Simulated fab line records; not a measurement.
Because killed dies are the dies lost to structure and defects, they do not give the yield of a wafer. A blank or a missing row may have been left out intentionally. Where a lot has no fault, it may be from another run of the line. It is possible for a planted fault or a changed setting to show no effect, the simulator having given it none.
fab line records	flow nand_harc
[record] lots = 12	wafers = 36	last_day = 24
route steps=1159 shown P_M1@306 P_M2@323
lots that met no fault: from a run of the same line without faults
start_h: the number of hours between the record's first day and the start of the first shown wafer of the lot	wait_h: time in hours since the lot's previous step	" identical to the entry in the row above	L1.1+2: a single row standing in for several wafers	- either no value or no given start	* or withheld: withheld	< > ~ a bound
route shown NAME@n: NAME is a module with steps in the file, n the number in the route of the first one	usual: mean and standard deviation over wafers with no fault	same: alike in all rows	chamber/n: place in a boat	sites: readings site by site	_std_site: standard deviation of those values	_edge_site: mean of outer sites minus mean of inner sites	radius_mm: for every site, how far away it sits from the centre of the wafer	mask NAME#n: copy n	behind: the last tool/chamber to shape the wafer	hold: the reason the lot was held/the length of the hold in hours/how it ended	device: names the non-switching transistor (n, p or np)	end of line: the same wafers' tests at the end of the route	a step without rows: its recipe alone	killed: dies that structure and defects cost at the first sort, which is not the same as the wafer's yield	map: per-die view of a wafer (x killed, . not killed, _ where there is no die)
set.NAME: setting as actually run; set.NAME@STEP: the setting as run at that earlier step	model.NAME: the simulator's own value behind a step, which no gauge read
a sample of lots followed through the steps of the route, with each step as a table and each wafer as a row
services: from which hour (start_h, from the record's first day; less than 0 if before it) a tool's chamber was out of use, for how many hours, and why
[[steps]]
[step NHARC_P_M1_PRE_CLEAN_30]
[recipe] time_s = 30	temp_c = 280	gas = H2/He
[usual] heater_power_w = 440/30
lot.wafer	tool	chamber	start_h	wait_h	heater_power_w
L469.3	pvd_sputter-02	-	-	-	431
L469.2	"	-	"	"	466
L469.6	"	-	"	"	454
L474.2	pvd_sputter-02	-	-	-	474
L474.1	"	-	"	"	444
L474.6	"	-	"	"	430
L480.4	pvd_sputter-03	-	-	-	465
L480.2	"	-	"	"	445
L480.5	"	-	"	"	409
L481.3	pvd_sputter-02	-	-	-	453
L481.2	"	-	"	"	420
L481.1	"	-	"	"	453
L482.2	pvd_sputter-03	-	-	-	472
L482.5	"	-	"	"	409
L482.6	"	-	"	"	469
L483.4	pvd_sputter-03	-	-	-	404
L483.1	"	-	"	"	469
L483.5	"	-	"	"	460
L484.2	pvd_sputter-03	-	-	-	455
L484.1	"	-	"	"	456
L484.4	"	-	"	"	469
L486.2	pvd_sputter-01	-	-	-	391
L486.1	"	-	"	"	370
L486.4	"	-	"	"	396
L487.2	pvd_sputter-03	-	-	-	458
L487.3	"	-	"	"	399
L487.1	"	-	"	"	459
L488.1	pvd_sputter-03	-	-	-	456
L488.3	"	-	"	"	464
L488.5	"	-	"	"	466
L489.4	pvd_sputter-03	-	-	-	469
L489.2	"	-	"	"	475
L489.5	"	-	"	"	395
L490.1	pvd_sputter-02	-	-	-	440
L490.4	"	-	"	"	423
L490.5	"	-	"	"	429
[step NHARC_P_M1_CMP_23]
[recipe] t_overpolish_s = 20	target_thk_nm = 157.82
[usual] motor_current_A = 11.6/1.1	time_to_endpoint_s = 28.5/2.2
lot.wafer	tool	chamber	start_h	wait_h	motor_current_A	time_to_endpoint_s
L469.2	cmp-04	0	131.24	-	11.7	31.3
L469.3	"	2	"	"	11.3	31.3
L469.6	"	0	"	"	12.6	30.3
L474.2	cmp-04	2	157.40	-	11.5	25.9
L474.1	"	0	"	"	12.8	28.4
L474.6	"	3	"	"	11.2	27.6
L480.2	cmp-04	2	196.67	-	11.7	27.0
L480.4	"	0	"	"	12.8	25.7
L480.5	"	2	"	"	11.5	28.9
L481.1	cmp-02	2	201.71	-	13.3	27.5
L481.3	"	3	"	"	12.7	30.3
L481.2	"	0	"	"	9.6	32.4
L482.2	cmp-02	0	215.34	-	9.7	31.1
L482.6	"	1	"	"	11.6	29.7
L482.5	"	2	"	"	13.1	29.2
L483.1	cmp-02	3	219.11	-	13.2	25.2
L483.4	"	0	"	"	10.2	32.0
L483.5	"	3	"	"	11.9	29.6
L484.4	cmp-04	2	220.50	-	11.3	27.4
L484.2	"	3	"	"	10.8	27.9
L484.1	"	0	"	"	11.9	26.5
L486.2	cmp-04	1	222.79	-	10.6	26.8
L486.4	"	2	"	"	11.5	29.4
L486.1	"	0	"	"	12.7	26.7
L487.2	cmp-04	1	230.54	-	11.3	26.0
L487.1	"	2	"	"	11.3	26.9
L487.3	"	3	"	"	11.6	28.4
L488.3	cmp-04	0	240.91	-	12.4	29.7
L488.1	"	1	"	"	10.2	28.3
L488.5	"	0	"	"	12.7	28.3
L489.2	cmp-04	3	247.32	-	11.3	29.6
L489.4	"	1	"	"	10.8	31.0
L489.5	"	0	"	"	11.6	32.1
L490.1	cmp-01	1	252.80	-	12.6	28.2
L490.4	"	2	"	"	11.7	28.2
L490.5	"	3	"	"	13.1	29.9
[step NHARC_P_M2_SOFTBAKE_04]
[recipe] temp_c = 105	time_s = 55
[usual] heater_power_total_W = 188.42/0.14
lot.wafer	tool	chamber	start_h	wait_h	heater_power_total_W
L469.2	litho_track-01	0	132	-	199.79
L469.3	"	0	"	"	199.72
L469.6	"	0	"	"	199.96
L474.1	litho_track-01	0	158	-	199.70
L474.2	"	0	"	"	199.83
L474.6	"	0	"	"	199.78
L480.2	litho_track-04	0	198	-	188.40
L480.4	"	0	"	"	188.56
L480.5	"	0	"	"	188.53
L481.1	litho_track-04	0	203	-	188.40
L481.2	"	0	"	"	188.40
L481.3	"	0	"	"	188.48
L482.2	litho_track-01	0	216	-	188.49
L482.5	"	0	"	"	188.41
L482.6	"	0	"	"	188.48
L483.1	litho_track-04	0	220	-	188.46
L483.4	"	0	"	"	188.74
L483.5	"	0	"	"	188.23
L484.1	litho_track-04	0	222	-	188.78
L484.2	"	0	"	"	188.36
L484.4	"	0	"	"	188.26
L486.1	litho_track-01	0	224	-	188.36
L486.2	"	0	"	"	188.36
L486.4	"	0	"	"	188.32
L487.1	litho_track-06	0	231	-	188.46
L487.2	"	0	"	"	188.37
L487.3	"	0	"	"	188.51
L488.1	litho_track-06	0	242	-	188.41
L488.3	"	0	"	"	188.44
L488.5	"	0	"	"	188.45
L489.2	litho_track-06	0	248	-	188.40
L489.4	"	0	"	"	188.29
L489.5	"	0	"	"	188.37
L490.1	litho_track-04	0	254	-	188.37
L490.4	"	0	"	"	188.35
L490.5	"	0	"	"	188.37
[step NHARC_P_M2_ETCH_28]
[recipe] target_depth_a = 300	over_etch_frac = 0.3	time_s = 72.99	ion_energy_ev = 150	cf4_flow_sccm = 50	n2_flow_sccm = 100	ar_flow_sccm = 150	rf_w = 300	bias_w = 100	chemistry = CF4/N2
[usual] drypump_motor_current_A = 5.66/0.22	oes_product_au = 1.000/0.0076	rf_vpp_V = 315.0/1.8	showerhead_plenum_p_Torr = 2.68/0.096	throttle_valve_pct = 19.795/0.0094
lot.wafer	tool	chamber	start_h	wait_h	drypump_motor_current_A	oes_product_au	rf_hours_counter_h	rf_vpp_V	showerhead_plenum_p_Torr	throttle_valve_pct
L469.2	rie_diel-01	2	-	-	5.72	1.003	51	314.2	2.55	19.780
L469.3	"	1	"	"	5.98	1.004	54	311.0	2.48	19.792
L469.6	"	0	"	"	6.38	1.003	-	315.6	2.74	19.783
L474.1	rie_diel-03	3	-	-	5.50	1.002	4	314.0	2.64	19.794
L474.2	"	1	"	"	5.46	1.002	4	317.6	2.76	19.786
L474.6	"	2	"	"	5.75	0.999	-	317.0	2.79	19.799
L480.2	rie_diel-03	0	-	-	5.44	1.004	5	316.3	2.76	19.796
L480.4	"	3	"	"	5.50	1.000	5	314.9	2.64	19.804
L480.5	"	0	"	"	5.46	1.004	-	316.6	2.76	19.790
L481.1	rie_diel-07	1	-	-	5.87	1.000	22	312.0	2.51	19.791
L481.2	"	2	"	"	5.83	0.984	23	315.0	2.67	19.791
L481.3	"	3	"	"	5.56	0.996	23	314.6	2.67	19.791
L482.2	rie_diel-01	0	-	-	6.37	1.005	28	315.7	2.73	19.793
L482.5	"	0	"	"	6.41	1.008	-	316.4	2.73	19.803
L482.6	"	1	"	"	5.97	1.000	-	311.7	2.46	19.804
L483.1	rie_diel-07	0	-	-	5.84	0.992	28	312.9	2.52	19.792
L483.4	"	1	"	"	5.87	1.007	27	310.8	2.51	19.806
L483.5	"	0	"	"	5.85	1.000	-	313.3	2.52	19.815
L484.2	rie_diel-07	2	-	-	5.84	1.005	27	315.5	2.67	19.808
L484.4	"	3	"	"	5.56	0.990	28	313.9	2.66	19.796
L484.1	"	1	"	"	5.85	1.002	28	312.1	2.50	19.805
L486.2	rie_diel-03	1	-	-	5.42	1.008	0	316.7	2.76	19.798
L486.1	"	2	"	"	5.75	1.002	0	317.0	2.79	19.792
L486.4	"	0	"	"	5.48	1.006	0	315.6	2.76	19.800
L487.3	rie_diel-03	2	-	-	5.74	0.983	1	316.2	2.79	19.791
L487.2	"	3	"	"	5.49	0.988	1	314.4	2.64	19.791
L487.1	"	1	"	"	5.44	0.995	1	316.2	2.76	19.795
L488.1	rie_diel-03	3	-	-	5.52	0.992	1	315.2	2.64	19.802
L488.3	"	1	"	"	5.45	0.999	1	316.3	2.76	19.799
L488.5	"	2	"	"	5.75	0.996	-	316.2	2.78	19.806
L489.4	rie_diel-03	0	-	-	5.46	1.000	1	315.3	2.75	19.805
L489.2	"	1	"	"	5.43	1.012	1	316.9	2.76	19.809
L489.5	"	1	"	"	5.43	1.006	-	315.8	2.76	19.788
L490.4	rie_diel-03	1	-	-	5.47	0.998	1	316.8	2.76	19.794
L490.1	"	2	"	"	5.75	0.993	1	314.8	2.78	19.801
L490.5	"	1	"	"	5.44	1.003	-	316.7	2.76	19.802
[[services]]
tool	chamber	start_h	hours	kind
litho_track-06	-	117.00	7.0	pm
cmp-02	-	120.04	0.9	repair
rie_diel-01	1	126.44	1.3	repair
cmp-02	-	129.79	4.0	pm
pvd_sputter-03	-	133.31	2.0	repair
cmp-04	-	136.18	0.3	repair
rie_diel-07	1	137.77	4.4	repair
rie_diel-01	-	137.83	9.0	pm
litho_track-04	-	141.00	7.0	pm
pvd_sputter-01	-	152.11	2.6	repair
rie_diel-07	2	172.16	5.7	repair
rie_diel-01	0	178.42	4.6	repair
rie_diel-01	0	200.03	4.9	repair
cmp-04	-	203.16	4.0	pm
pvd_sputter-02	-	206.14	3.0	repair
rie_diel-03	3	208.45	2.7	repair
pvd_sputter-02	-	214.00	10.0	pm
rie_diel-03	-	215.30	9.0	pm
cmp-02	-	224.80	3.3	repair
cmp-02	-	228.13	4.0	pm
rie_diel-07	-	228.20	9.0	pm
rie_diel-01	3	229.49	2.7	repair
rie_diel-07	2	245.51	4.1	repair
rie_diel-01	3	246.64	8.8	repair
[[key]]
[first_sign] step = NHARC_P_M2_SOFTBAKE_04	reading = heater_power_total_W	direction = up	sigmas = 83	usual = *	struck = *
effect none on later readings
met_at NHARC_P_M2_SOFTBAKE_04
struck_lots L469,L474
not_acting_at NHARC_P_M1_PRE_CLEAN_30,NHARC_P_M1_CMP_23,NHARC_P_M2_ETCH_28
[fault] kind = process_parameter_drift	tool = litho_track-01	chamber = -	onset_h = 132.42	steps = NHARC_P_M2_SOFTBAKE_04	channel = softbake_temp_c	offset = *	shape = step	end_h = 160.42	acts_in = *	stated = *
